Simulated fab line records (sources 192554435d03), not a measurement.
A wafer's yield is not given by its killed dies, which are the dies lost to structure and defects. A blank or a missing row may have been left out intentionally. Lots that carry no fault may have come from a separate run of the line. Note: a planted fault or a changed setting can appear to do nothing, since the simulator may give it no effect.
fab line records	flow n5_finfet
record lots=7	wafers=21
route steps=1938 shown SD_EPI_N@268 SDB@350 HKMG_FIN@390 GATE_CUT@484 MOL_CONTACT_COAG@535 BEOL_M4@1111
start_h: the number of hours between the record's first day and the start of the first shown wafer of the lot	wait_h: hours since the lot's step before	" repeats the value in the row above	L1.1+2: a single row standing in for several wafers	- either no value or no given start	* or withheld: withheld	< > ~ a bound
route shown NAME@n: NAME is a module with steps in the file, n the number in the route of the first one	usual: average and standard deviation across the fault-free wafers	same: alike in all rows	chamber/n: place in a boat	sites: the reading at each site	_std_site: standard deviation across them	_edge_site: mean of outer sites minus mean of inner sites	radius_mm: for every site, how far away it sits from the centre of the wafer	mask NAME#n: copy n	behind: the last tool/chamber to shape the wafer	hold: cause of the lot's hold/its duration in hours/its outcome	device: the n, p or np transistor that did not switch	end of line: at the end of the route, the tests of the same wafers	where a step has no rows: the recipe by itself	killed: count of dies lost to structure and defects at first sort (not the wafer's yield)	map: dies across one wafer; x = killed, . = not, _ = none there
set.NAME: the setting as run; set.NAME@STEP: as run at that earlier step	model.NAME: the simulator's own value behind a step, which no gauge read
lots where settings were altered on purpose, with a table for each step and a row for each wafer
## steps
# step N5_SD_EPI_N_PEB_07
# recipe peb_temp_c=110	peb_time_s=60	resist=CAR-ArF-block
lot.wafer	tool	chamber	start_h	wait_h	set.peb_temp_c
L074.1+2+6	litho_track-02	0	48.70	0.1	110
L076.1+3	litho_track-04	0	63.37	0.1	111.5
L076.6	"	0	"	"	110
L078.3+4+6	litho_track-04	0	73.30	0.0	110
L081.1	litho_track-02	0	100.04	0.1	111.3
L081.2+6	"	0	"	"	110
L080.1+3+5	litho_track-02	0	100.56	0.1	110
L088.2+3+5	litho_track-04	0	131.88	0.0	110
L097.2+3+5	litho_track-02	0	188.78	0.0	110
# step N5_SD_EPI_N_DEVELOP_08
# recipe develop_time_s=30	developer=TMAH	resist=CAR-ArF-block	dev_temp_c=23	rinse_liquid=diw	dry=air_spin
# step N5_SD_EPI_N_CD_MEAS_09
# recipe target_cd_nm=120	landing_energy_ev=500	detector=se_inlens
# usual cd_nm=120.3/0.54
lot.wafer	tool	chamber	start_h	wait_h	set.peb_temp_c@SD_EPI_N_PEB_07	cd_nm
L074.1	cd_sem-03	0	48.77	-	110	120.5
L074.2	"	0	"	"	110	120.1
L074.6	"	0	"	"	110	120.6
L076.1	cd_sem-02	0	63.43	-	111.5	123.9
L076.3	"	0	"	"	111.5	123.8
L076.6	"	0	"	"	110	120.0
L078.3	cd_sem-02	0	73.37	-	110	119.2
L078.4	"	0	"	"	110	120.3
L078.6	"	0	"	"	110	120.0
L081.1	cd_sem-01	0	100.11	-	111.3	123.2
L081.2	"	0	"	"	110	121.1
L081.6	"	0	"	"	110	120.6
L080.1	cd_sem-02	0	100.63	-	110	119.4
L080.3	"	0	"	"	110	120.6
L080.5	"	0	"	"	110	119.9
L088.2	cd_sem-01	0	131.95	-	110	120.9
L088.3	"	0	"	"	110	120.2
L088.5	"	0	"	"	110	121.2
L097.2	cd_sem-01	0	188.85	-	110	120.3
L097.3	"	0	"	"	110	120.3
L097.5	"	0	"	"	110	120.5
# step N5_SD_EPI_N_DESCUM_14
# recipe chemistry=O2	time_s=7.9	source_power_w=50	bias_power_w=20	pressure_mtorr=20	rf_frequency_hz=2.712e+07	temp_c=40	resist=CAR-ArF-block	o2_flow_sccm=225
lot.wafer	tool	chamber	start_h	wait_h	set.peb_temp_c@SD_EPI_N_PEB_07	model.SD_EPI_N.cd_nm
L074.1	rie_diel-01	0	49.00	0.2	110	120.6
L074.2	"	1	"	"	110	120.2
L074.6	"	2	"	"	110	120.4
L076.1	rie_diel-03	0	63.55	0.1	111.5	123.6
L076.3	"	2	"	"	111.5	124
L076.6	"	1	"	"	110	120.2
L078.3	rie_diel-01	0	73.45	0.0	110	119.4
L078.4+6	"	3,2	"	"	110	120
L081.1	rie_diel-01	3	100.19	0.0	111.3	123.4
L081.2	"	1	"	"	110	121.2
L081.6	"	1	"	"	110	120.6
L080.1	rie_diel-04	3	100.72	0.0	110	119.4
L080.3	"	2	"	"	110	120.4
L080.5	"	0	"	"	110	119.8
L088.2	rie_diel-04	3	132.05	0.1	110	120.8
L088.3	"	0	"	"	110	120.6
L088.5	"	0	"	"	110	121
L097.2+5	rie_diel-01	3	188.94	0.0	110	120.4
L097.3	"	0	"	"	110	120.2
# step N5_SD_EPI_N_ETCH_34
# recipe chemistry=CF4	target=SiARC	target_depth_a=455	mask_material=CAR-ArF-block	time_s=75.8	ion_energy_ev=80	pressure_mtorr=40	source_w=545	bias_w=36	Ar_flow_sccm=100	cf4_flow_sccm=100	ends=cleared
lot.wafer	tool	chamber	start_h	wait_h	set.peb_temp_c@SD_EPI_N_PEB_07	model.SD_EPI_N.cd_nm
L074.1	rie_diel-01	0	49.04	0.0	110	120.6
L074.2+6	"	1,2	"	"	110	120.4
L076.1	rie_diel-03	0	63.59	0.0	111.5	123.4
L076.3	"	2	"	"	111.5	123.8
L076.6	"	1	"	"	110	120
L078.3	rie_diel-01	0	73.49	0.0	110	119.6
L078.4	"	3	"	"	110	120.4
L078.6	"	2	"	"	110	120.2
L081.1	rie_diel-01	3	100.23	0.0	111.3	123.4
L081.2	"	1	"	"	110	121.2
L081.6	"	1	"	"	110	120.4
L080.1	rie_diel-04	3	100.75	0.0	110	119.2
L080.3	"	2	"	"	110	120.2
L080.5	"	0	"	"	110	119.6
L088.2	rie_diel-04	3	132.09	0.0	110	120.8
L088.3	"	0	"	"	110	120.6
L088.5	"	0	"	"	110	121
L097.2+5	rie_diel-01	3	188.97	0.0	110	120.6
L097.3	"	0	"	"	110	120.2
# step N5_SDB_COAT_05
# recipe resist=CAR-ArF	spin_rpm=1500	resist_thk_nm=90
lot.wafer	tool	chamber	start_h	wait_h	set.spin_rpm	model.CAR-ArF_of_SDB_COAT_05.thk_nm
L074.1	litho_track-05	0	-	-	1648	86
L074.2	"	0	"	"	1500	90.2
L074.6	"	0	"	"	1500	90
L076.1	litho_track-02	0	-	-	1338	95.4
L076.3	"	0	"	"	1500	90
L076.6	"	0	"	"	1500	89.8
L078.3+6	litho_track-05	0	-	-	1500	90.2
L078.4	"	0	"	"	1500	90.4
L081.1+6	litho_track-02	0	-	-	1586	87.2
L081.2	"	0	"	"	1500	89.6
L080.1+5	litho_track-05	0	-	-	1500	89.8
L080.3	"	0	"	"	1500	90
L088.2	litho_track-02	0	-	-	1616	86.8
L088.3+5	"	0	"	"	1500	90.2
L097.2	litho_track-01	0	-	-	1630	86.2
L097.3	"	0	"	"	1630	86
L097.5	"	0	"	"	1500	90
# step N5_SDB_EBR_07
# recipe solvent=PGMEA	ebr_width_mm=1.5
# step N5_SDB_SOFTBAKE_06
# recipe temp_c=110	time_s=60	resist=CAR-ArF
# step N5_SDB_DESCUM_16
# recipe chemistry=O2	time_s=7.9	source_power_w=50	bias_power_w=20	pressure_mtorr=20	rf_frequency_hz=2.712e+07	temp_c=40	resist=CAR-ArF	o2_flow_sccm=225
# step N5_SDB_ETCH_17
# recipe chemistry=CF4	target=SiARC	target_depth_a=234	mask_material=CAR-ArF	time_s=39	ion_energy_ev=80	pressure_mtorr=40	source_w=545	bias_w=36	Ar_flow_sccm=100	cf4_flow_sccm=100	ends=cleared
lot.wafer	tool	chamber	start_h	wait_h	set.spin_rpm@SDB_COAT_05	model.CAR-ArF_of_SDB_COAT_05.thk_nm
L074.1	rie_diel-01	0	65.51	0.0	1648	62.6
L074.2+6	"	2,0	"	"	1500	66.8
L076.1	rie_diel-01	0	79.97	0.0	1338	72.2
L076.3	"	1	"	"	1500	66.8
L076.6	"	2	"	"	1500	66.6
L078.3	rie_diel-04	3	89.59	0.0	1500	66.8
L078.4	"	2	"	"	1500	67.2
L078.6	"	1	"	"	1500	67
L081.1+6	rie_diel-03	3	115.95	0.0	1586	64
L081.2	"	1	"	"	1500	66.4
L080.1	rie_diel-03	1	118.22	0.0	1500	66.4
L080.3+5	"	0,3	"	"	1500	66.6
L088.2	rie_diel-01	2	148.78	0.0	1616	63.6
L088.3	"	3	"	"	1500	67
L088.5	"	0	"	"	1500	66.8
L097.2+3	rie_diel-03	2,3	205.91	0.0	1630	62.8
L097.5	"	2	"	"	1500	66.6
# step N5_HKMG_FIN_COAT_41
# recipe resist=SOC	temp_c=250	time_s=60	spin_rpm=1500	resist_thk_nm=300
lot.wafer	tool	chamber	start_h	wait_h	set.spin_rpm	model.SOC_of_HKMG_FIN_COAT_41.thk_nm
L074.1+6	litho_track-04	0	70.63	-	1500	300.4
L074.2	"	0	"	"	1500	300
L076.1	litho_track-05	0	85.07	-	1347	318.2
L076.3	"	0	"	"	1347	316.8
L076.6	"	0	"	"	1500	302
L078.3+6	litho_track-04	0	95.83	-	1500	301.6
L078.4	"	0	"	"	1500	300.6
L081.1	litho_track-05	0	121.07	-	1598	291.2
L081.2	"	0	"	"	1500	299.6
L081.6	"	0	"	"	1598	290.4
L080.1	litho_track-03	0	123.42	-	1615	288.2
L080.3	"	0	"	"	1615	289.4
L080.5	"	0	"	"	1615	288.6
L088.2	litho_track-03	0	153.75	-	1500	299.8
L088.3+5	"	0	"	"	1500	299.4
L097.2+3	litho_track-03	0	210.89	-	1500	298.8
L097.5	"	0	"	"	1500	298.6
# step N5_HKMG_FIN_COAT_42
# recipe resist=SiARC	temp_c=220	time_s=60	spin_rpm=1500	resist_thk_nm=35
# step N5_HKMG_FIN_COAT_43
# recipe resist=CAR-ArF	spin_rpm=1500	resist_thk_nm=90
# step N5_HKMG_FIN_STRIP_56
# recipe chemistry=N2/H2	temp_c=40	n2_flow_sccm=200	h2_flow_sccm=200	rf_frequency_hz=6e+07
# step N5_HKMG_FIN_STRIP_57
# recipe chemistry=CF4	resist=SiARC	power_w=300	bias_power_w=75	pressure_mtorr=50	cf4_flow_sccm=150	rf_frequency_hz=6e+07
# step N5_HKMG_FIN_ETCH_58
# recipe chemistry=N2/H2	target=SOC	target_depth_a=2158	ion_energy_ev=50	bias_w=13	time_s=741	pressure_mtorr=30	source_w=875	n2_flow_sccm=200	h2_flow_sccm=200
lot.wafer	tool	chamber	start_h	wait_h	set.spin_rpm@HKMG_FIN_COAT_41	model.SOC_of_HKMG_FIN_COAT_41.thk_nm
L074.1	rie_diel-04	3	71.39	0.0	1500	84.2
L074.2	"	2	"	"	1500	90.8
L074.6	"	2	"	"	1500	92.2
L076.1	rie_diel-01	1	85.83	0.0	1347	106.8
L076.3	"	0	"	"	1347	106
L076.6	"	1	"	"	1500	90.8
L078.3	rie_diel-03	1	96.46	0.0	1500	83.2
L078.4	"	2	"	"	1500	86
L078.6	"	0	"	"	1500	88
L081.1	rie_diel-01	0	121.83	0.0	1598	73.2
L081.2	"	1	"	"	1500	89.4
L081.6	"	3	"	"	1598	76
L080.1+3	rie_diel-04	1,0	124.46	0.0	1615	70
L080.5	"	1	"	"	1615	69.2
L088.2	rie_diel-01	2	154.51	0.0	1500	82
L088.3	"	1	"	"	1500	80.2
L088.5	"	0	"	"	1500	82.8
L097.2	rie_diel-03	1	211.64	0.0	1500	78.2
L097.3	"	0	"	"	1500	86.4
L097.5	"	0	"	"	1500	84.6
# step N5_HKMG_FIN_CVD_62
# recipe material=a-Si	target_thk_a=30	temp_c=500	precursor=Si2H6	pressure_torr=1	time_s=20.8
lot.wafer	tool	chamber	start_h	wait_h	set.temp_c	model.a-Si_of_HKMG_FIN_CVD_62.thk_nm
L074.1+6	thermal_cvd_si-02	2	72.85	0.2	500	3.2
L074.2	"	0	"	"	520	5.4
L076.1+6	thermal_cvd_si-02	1,2	87.25	0.2	509	4
L076.3	"	0	"	"	500	3
L078.3	thermal_cvd_si-02	2	97.93	0.2	500	3
L078.4+6	"	1,2	"	"	500	3.2
L081.1+2+6	thermal_cvd_si-02	1,2,1	123.26	0.2	500	3
L080.1+3+5	thermal_cvd_si-01	0,1,2	125.89	0.2	500	3
L088.2+3+5	thermal_cvd_si-02	0,1,0	155.94	0.2	500	3
L097.2+3	thermal_cvd_si-01	0,2	213.11	0.2	500	3
L097.5	"	2	"	"	500	3.2
# step N5_GATE_CUT_EXPOSE_10
# recipe mask_id=GATE_CUT	na=0.33	source_shape=annular	sigma_inner=0.35	sigma_outer=0.8	polarization=unpolarized	target_cd_nm=20	dose_mj=43.25
lot.wafer	tool	chamber	start_h	wait_h	mask	set.dose_mj
L074.1	euv_scanner-02	0	82.94	-	GATE_CUT#0	45.72
L074.2+6	"	0	"	"	GATE_CUT#0	43.25
L076.1	euv_scanner-01	0	97.03	-	GATE_CUT#0	43.25
L076.3+6	"	0	"	"	GATE_CUT#0	41.06
L078.3+4+6	euv_scanner-02	0	107.56	-	GATE_CUT#0	43.25
L081.1	euv_scanner-02	0	135.56	-	GATE_CUT#0	44.21
L081.2+6	"	0	"	"	GATE_CUT#0	43.25
L080.1	euv_scanner-01	0	136.32	-	GATE_CUT#0	41.95
L080.3+5	"	0	"	"	GATE_CUT#0	43.25
L088.2+3+5	euv_scanner-01	0	166.33	-	GATE_CUT#0	43.25
L097.2+3	euv_scanner-01	0	222.63	-	GATE_CUT#0	43.25
L097.5	"	0	"	"	GATE_CUT#0	46.42
# step N5_GATE_CUT_PEB_11
# recipe peb_temp_c=100	peb_time_s=60	resist=CAR-EUV
# step N5_GATE_CUT_DEVELOP_12
# recipe develop_time_s=30	developer=TMAH	resist=CAR-EUV	rinse_liquid=surfactant_rinse	dry=air_spin	dev_temp_c=23
# step N5_GATE_CUT_CD_MEAS_13
# recipe target_cd_nm=20	landing_energy_ev=500	detector=se_inlens
# usual cd_nm=20.04/0.22
lot.wafer	tool	chamber	start_h	wait_h	set.dose_mj@GATE_CUT_EXPOSE_10	cd_nm
L074.1	cd_sem-01	0	83.08	-	45.72	21.22
L074.2	"	0	"	"	43.25	20.03
L074.6	"	0	"	"	43.25	19.80
L076.1	cd_sem-01	0	97.16	-	43.25	19.95
L076.3	"	0	"	"	41.06	18.45
L076.6	"	0	"	"	41.06	18.66
L078.3	cd_sem-02	0	107.69	-	43.25	20.14
L078.4	"	0	"	"	43.25	20.05
L078.6	"	0	"	"	43.25	20.37
L081.1	cd_sem-01	0	135.69	-	44.21	20.45
L081.2	"	0	"	"	43.25	19.55
L081.6	"	0	"	"	43.25	19.86
L080.1	cd_sem-01	0	136.45	-	41.95	19.30
L080.3	"	0	"	"	43.25	19.82
L080.5	"	0	"	"	43.25	20.16
L088.2	cd_sem-01	0	166.46	-	43.25	19.96
L088.3	"	0	"	"	43.25	20.47
L088.5	"	0	"	"	43.25	20.32
L097.2	cd_sem-03	0	222.76	-	43.25	19.72
L097.3	"	0	"	"	43.25	20.18
L097.5	"	0	"	"	46.42	21.37
# step N5_GATE_CUT_DESCUM_18
# recipe chemistry=O2	time_s=7	source_power_w=50	bias_power_w=20	pressure_mtorr=20	rf_frequency_hz=2.712e+07	temp_c=40	resist=CAR-EUV	o2_flow_sccm=225
lot.wafer	tool	chamber	start_h	wait_h	set.dose_mj@GATE_CUT_EXPOSE_10	model.GATE_CUT.cd_nm
L074.1	rie_diel-05	1	83.20	0.0	45.72	21.2
L074.2+6	"	0	"	"	43.25	19.8
L076.1	rie_diel-05	0	97.36	0.1	43.25	20
L076.3+6	"	2	"	"	41.06	18.8
L078.3+4+6	rie_diel-06	0,0,3	107.81	0.0	43.25	20.2
L081.1	rie_diel-02	2	135.81	0.0	44.21	20.4
L081.2	"	0	"	"	43.25	19.8
L081.6	"	3	"	"	43.25	19.6
L080.1	rie_diel-02	2	136.57	0.0	41.95	19.6
L080.3+5	"	3,2	"	"	43.25	20.2
L088.2+5	rie_diel-06	0,3	166.85	0.3	43.25	20.2
L088.3	"	3	"	"	43.25	20.4
L097.2	rie_diel-02	2	222.89	0.0	43.25	20.2
L097.3	"	1	"	"	43.25	19.8
L097.5	"	0	"	"	46.42	21.2
# step N5_GATE_CUT_ETCH_28
# recipe chemistry=N2/H2	target=underlayer	target_depth_a=130	mask_material=CAR-EUV	time_s=10.4	ion_energy_ev=200	pressure_mtorr=30	source_w=840	bias_w=150	n2_flow_sccm=200	h2_flow_sccm=200	ends=cleared
lot.wafer	tool	chamber	start_h	wait_h	set.dose_mj@GATE_CUT_EXPOSE_10	model.GATE_CUT.cd_nm
L074.1	rie_diel-05	1	83.23	0.0	45.72	21.2
L074.2+6	"	0	"	"	43.25	19.8
L076.1	rie_diel-05	0	97.40	0.0	43.25	20
L076.3	"	2	"	"	41.06	18.6
L076.6	"	2	"	"	41.06	18.8
L078.3+4+6	rie_diel-06	0,0,3	107.84	0.0	43.25	20.2
L081.1	rie_diel-02	2	135.85	0.0	44.21	20.4
L081.2+6	"	0,3	"	"	43.25	19.6
L080.1	rie_diel-02	2	136.61	0.0	41.95	19.6
L080.3	"	3	"	"	43.25	20
L080.5	"	2	"	"	43.25	20.2
L088.2+3+5	rie_diel-06	0,3,3	166.88	0.0	43.25	20.2
L097.2	rie_diel-02	2	222.93	0.0	43.25	20
L097.3	"	1	"	"	43.25	19.8
L097.5	"	0	"	"	46.42	21.2
# step N5_GATE_CUT_ETCH_36
# recipe chemistry=CF4	target=SiARC	target_depth_a=130	mask_material=CAR-EUV	time_s=21.7	ion_energy_ev=80	pressure_mtorr=40	source_w=545	bias_w=36	Ar_flow_sccm=100	cf4_flow_sccm=100	ends=cleared
lot.wafer	tool	chamber	start_h	wait_h	set.cf4_flow_sccm
L074.1+2+6	rie_diel-05	1,0,0	83.25	0.0	100
L076.1+3+6	rie_diel-05	0,2,2	97.42	0.0	92.5
L078.3+4+6	rie_diel-06	0,0,3	107.86	0.0	100
L081.1+2+6	rie_diel-02	2,0,3	135.87	0.0	100
L080.1	rie_diel-02	2	136.63	0.0	100
L080.3+5	"	3,2	"	"	88.38
L088.2+3+5	rie_diel-06	0,3,3	166.90	0.0	84.73
L097.2+5	rie_diel-02	2,0	222.95	0.0	100
L097.3	"	1	"	"	80.53
# step N5_GATE_CUT_ETCH_37
# recipe chemistry=N2/H2	target=SOC	target_depth_a=600	overetch_a=120	mask_material=SiARC	temp_c=40	time_s=90	ion_energy_ev=200	pressure_mtorr=30	source_w=840	bias_w=150	n2_flow_sccm=200	h2_flow_sccm=200
lot.wafer	tool	chamber	start_h	wait_h	set.dose_mj@GATE_CUT_EXPOSE_10	model.GATE_CUT.cd_nm
L074.1	rie_diel-05	1	83.28	0.0	45.72	21.2
L074.2+6	"	0	"	"	43.25	19.8
L076.1	rie_diel-05	0	97.44	0.0	43.25	20
L076.3+6	"	2	"	"	41.06	18.6
L078.3	rie_diel-06	0	107.89	0.0	43.25	20.4
L078.4+6	"	0,3	"	"	43.25	20.2
L081.1	rie_diel-02	2	135.89	0.0	44.21	20.4
L081.2+6	"	0,3	"	"	43.25	19.6
L080.1	rie_diel-02	2	136.65	0.0	41.95	19.6
L080.3	"	3	"	"	43.25	20
L080.5	"	2	"	"	43.25	20.2
L088.2+5	rie_diel-06	0,3	166.93	0.0	43.25	20.2
L088.3	"	3	"	"	43.25	20
L097.2	rie_diel-02	2	222.97	0.0	43.25	20
L097.3	"	1	"	"	43.25	19.8
L097.5	"	0	"	"	46.42	21.4
# step N5_GATE_CUT_STRIP_38
# recipe chemistry=N2/H2	temp_c=40	n2_flow_sccm=200	h2_flow_sccm=200	rf_frequency_hz=6e+07
# step N5_GATE_CUT_STRIP_39
# recipe chemistry=N2/H2	temp_c=40	n2_flow_sccm=200	h2_flow_sccm=200	rf_frequency_hz=6e+07
# step N5_GATE_CUT_CUT_ETCH_54
# recipe chemistry=Cl2/BCl3	target=TiN	mask_material=SiO2	target_depth_a=967	pressure_mtorr=10	icp_w=1000	bias_w=126	Cl2_flow_sccm=53.25	bcl3_flow_sccm=21.75	Ar_flow_sccm=25	ends=cleared
# step N5_GATE_CUT_CUT_ETCH_55
# recipe chemistry=BCl3	target=HfO2	mask_material=SiO2	target_depth_a=32	ion_energy_ev=30	pressure_mtorr=5	icp_w=450	bias_w=18	bcl3_flow_sccm=80
# step N5_GATE_CUT_ETCH_47
# recipe chemistry=Cl2/BCl3	target=SiO2	target_depth_a=100	pressure_mtorr=10	icp_w=1000	bias_w=126	Cl2_flow_sccm=53.25	bcl3_flow_sccm=21.75	Ar_flow_sccm=25
lot.wafer	tool	chamber	start_h	wait_h	set.dose_mj@GATE_CUT_EXPOSE_10	model.GATE_CUT.cd_nm
L074.1	rie_metal-01	1	83.79	0.0	45.72	21.2
L074.2+6	"	0,1	"	"	43.25	19.6
L076.1	rie_metal-01	1	97.91	0.0	43.25	19.6
L076.3+6	"	1	"	"	41.06	18.4
L078.3+4	rie_metal-01	1,0	108.36	0.0	43.25	20
L078.6	"	0	"	"	43.25	20.2
L081.1	rie_metal-03	0	136.36	0.0	44.21	19.8
L081.2	"	1	"	"	43.25	19.4
L081.6	"	0	"	"	43.25	19.6
L080.1	rie_metal-01	1	137.12	0.0	41.95	19.4
L080.3	"	0	"	"	43.25	20.2
L080.5	"	1	"	"	43.25	20.4
L088.2	rie_metal-03	1	167.55	0.1	43.25	20.6
L088.3+5	"	1	"	"	43.25	20.4
L097.2+3	rie_metal-02	0	223.60	0.1	43.25	20
L097.5	"	0	"	"	46.42	21.6
# step N5_MOL_CONTACT_COAG_CONTACT_ETCH_14
# recipe chemistry=C4F6/O2	target=SiO2	target_depth_a=275	overetch_a=85	mask_material=SOC	pressure_mtorr=30	source_w=370	bias_w=185	Ar_flow_sccm=300	C4F6_flow_sccm=16	O2_flow_sccm=10	time_s=20	ion_energy_ev=259.6
# usual rf_vpp_V=692.4/2.8
lot.wafer	tool	chamber	start_h	wait_h	set.source_w	rf_vpp_V
L074.1	rie_diel-01	2	87.38	0.0	370	694.9
L074.2	"	1	"	"	370	692.2
L074.6	"	2	"	"	420.2	669.1
L076.1	rie_diel-03	3	101.56	0.0	370	693.6
L076.3	"	1	"	"	370	698.5
L076.6	"	1	"	"	370	697.5
L078.3	rie_diel-04	1	111.93	0.0	370	693.3
L078.4	"	2	"	"	370	686.9
L078.6	"	0	"	"	370	687.4
L081.1	rie_diel-01	0	140.16	0.0	388.7	679.5
L081.2	"	3	"	"	388.7	684.8
L081.6	"	0	"	"	370	692.7
L080.1	rie_diel-01	2	141.75	0.0	370	696.0
L080.3	"	3	"	"	370	692.2
L080.5	"	3	"	"	370	691.3
L088.2	rie_diel-04	3	171.20	0.0	344.1	709.6
L088.3	"	1	"	"	344.1	707.2
L088.5	"	2	"	"	370	687.1
L097.2	rie_diel-01	0	227.32	0.0	405.5	668.2
L097.3	"	3	"	"	370	690.8
L097.5	"	2	"	"	370	693.5
# step N5_BEOL_M4_RC_MEAS_101
# usual ION_P=462/5.9	VT_P=-251/3
lot.wafer	tool	chamber	start_h	wait_h	set.temp_c@HKMG_FIN_CVD_62	ION_P[uA/um]	VT_P[mV]
L074.1	prober-02	0	233.55	0.0	500	462	-248
L074.2	"	0	"	"	520	589	-162
L074.6	"	0	"	"	500	460	-249
L076.1	prober-02	0	238.15	0.0	509	497	-228
L076.3	"	0	"	"	500	467	-252
L076.6	"	0	"	"	509	501	-224
L078.3	prober-01	0	252.91	0.3	500	453	-252
L078.4	"	0	"	"	500	465	-251
L078.6	"	0	"	"	500	462	-251
L081.1	prober-01	0	275.66	0.0	500	464	-245
L081.2	"	0	"	"	500	462	-251
L081.6	"	0	"	"	500	462	-248
L080.1	prober-02	0	291.17	0.0	500	462	-253
L080.3	"	0	"	"	500	455	-252
L080.5	"	0	"	"	500	460	-252
L088.2	prober-02	0	316.79	0.2	500	465	-247
L088.3	"	0	"	"	500	470	-248
L088.5	"	0	"	"	500	469	-248
L097.2	prober-02	0	366.56	0.2	500	469	-249
L097.3	"	0	"	"	500	470	-249
L097.5	"	0	"	"	500	459	-251
## key
split step=N5_SD_EPI_N_PEB_07	setting=peb_temp_c	stated=110	by=wafer
response step=N5_SD_EPI_N_CD_MEAS_09	reading=cd_nm	change=+2.42	per=1%	r=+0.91
response step=N5_SD_EPI_N_DESCUM_14	reading=model.SD_EPI_N.cd_nm	change=+2.41	per=1%	r=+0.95
response step=N5_SD_EPI_N_ETCH_34	reading=model.SD_EPI_N.cd_nm	change=+2.45	per=1%	r=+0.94
split step=N5_SDB_COAT_05	setting=spin_rpm	stated=1500	by=wafer
response step=N5_SDB_COAT_05	reading=model.CAR-ArF_of_SDB_COAT_05.thk_nm	change=-0.455	per=1%	r=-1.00
response step=N5_SDB_ETCH_17	reading=model.CAR-ArF_of_SDB_COAT_05.thk_nm	change=-0.453	per=1%	r=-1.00
split step=N5_HKMG_FIN_COAT_41	setting=spin_rpm	stated=1500	by=wafer
response step=N5_HKMG_FIN_COAT_41	reading=model.SOC_of_HKMG_FIN_COAT_41.thk_nm	change=-1.47	per=1%	r=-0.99
response step=N5_HKMG_FIN_ETCH_58	reading=model.SOC_of_HKMG_FIN_COAT_41.thk_nm	change=-1.74	per=1%	r=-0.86
split step=N5_HKMG_FIN_CVD_62	setting=temp_c	stated=500	by=wafer
response step=N5_HKMG_FIN_CVD_62	reading=model.a-Si_of_HKMG_FIN_CVD_62.thk_nm	change=+0.551	per=1%	r=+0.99
response step=N5_BEOL_M4_RC_MEAS_101	reading=ION_P	slope=+29.6	per=1%	together_with=none	explained=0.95
response step=N5_BEOL_M4_RC_MEAS_101	reading=VT_P	slope=+20.5	per=1%	together_with=none	explained=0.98
split step=N5_GATE_CUT_EXPOSE_10	setting=dose_mj	stated=43.25	by=wafer
response step=N5_GATE_CUT_CD_MEAS_13	reading=cd_nm	change=+0.228	per=1%	r=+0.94
response step=N5_GATE_CUT_DESCUM_18	reading=model.GATE_CUT.cd_nm	change=+0.208	per=1%	r=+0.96
response step=N5_GATE_CUT_ETCH_28	reading=model.GATE_CUT.cd_nm	change=+0.217	per=1%	r=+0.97
response step=N5_GATE_CUT_ETCH_37	reading=model.GATE_CUT.cd_nm	change=+0.233	per=1%	r=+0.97
response step=N5_GATE_CUT_ETCH_47	reading=model.GATE_CUT.cd_nm	change=+0.241	per=1%	r=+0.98
split step=N5_GATE_CUT_ETCH_36	setting=cf4_flow_sccm	stated=100	by=wafer
response none clear
split step=N5_MOL_CONTACT_COAG_CONTACT_ETCH_14	setting=source_w	stated=370	by=wafer
response step=N5_MOL_CONTACT_COAG_CONTACT_ETCH_14	reading=rf_vpp_V	change=-2.18	per=1%	r=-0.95
